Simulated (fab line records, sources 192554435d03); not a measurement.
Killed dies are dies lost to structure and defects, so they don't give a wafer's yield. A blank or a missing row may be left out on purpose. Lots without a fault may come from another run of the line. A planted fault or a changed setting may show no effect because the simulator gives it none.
Chamber matching | flow n5_finfet | N5_BEOL_M1_ETCH_70 on rie_diel-01: 4 sister chambers
The step etches SOC in N2/H2, target depth 80 nm, overetch 16 nm, time 120 s. 4 wafers are shown with their chamber, then 12 later ones without.

WAFERS WITH THEIR CHAMBER
wafer  | chamber | throttle_valve_pct (%)
L084.6 | 1       | 17.30
L088.5 | 3       | 17.86
L091.4 | 0       | 17.87
L091.5 | 2       | 18.22

WAFERS WITHOUT THEIR CHAMBER
wafer  | throttle_valve_pct (%)
L092.2 | 17.89
L092.4 | 17.85
L092.6 | 17.90
L093.1 | 17.91
L093.4 | 18.22
L093.6 | 17.89
L095.3 | 17.35
L095.5 | 17.79
L095.6 | 17.86
L096.1 | 17.92
L096.4 | 17.85
L096.6 | 17.34

WHICH CHAMBER EACH WENT THROUGH
wafer  | from the rows above     | in truth
L092.2 | can't be placed: 0 or 3 | 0
L092.4 | can't be placed: 3 or 0 | 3
L092.6 | can't be placed: 0 or 3 | 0
L093.1 | can't be placed: 0 or 3 | 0
L093.4 | 2                       | 2
L093.6 | can't be placed: 0 or 3 | 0
L095.3 | 1                       | 1
L095.5 | can't be placed: 3 or 0 | 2
L095.6 | can't be placed: 3 or 0 | 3
L096.1 | can't be placed: 0 or 3 | 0
L096.4 | can't be placed: 3 or 0 | 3
L096.6 | 1                       | 1
Placed correctly: 3 of 12. Can't be placed from these rows: 9 (the true chamber is among the candidates in 8). Placed wrongly: 0.
How it was worked out, from the rows above alone: a wafer's distance from a chamber is the root of the sum, over the readings, of the square of ((its reading less the chamber's mean) divided by the reading's scatter). The wafer belongs to the nearest chamber; if the next one is less than 2 further off, it can't be placed. A chamber's mean is the mean of its shown wafers. The scatter: with one shown wafer a chamber, the root of the mean of the squares of how far each hidden wafer lies from its nearest shown one.
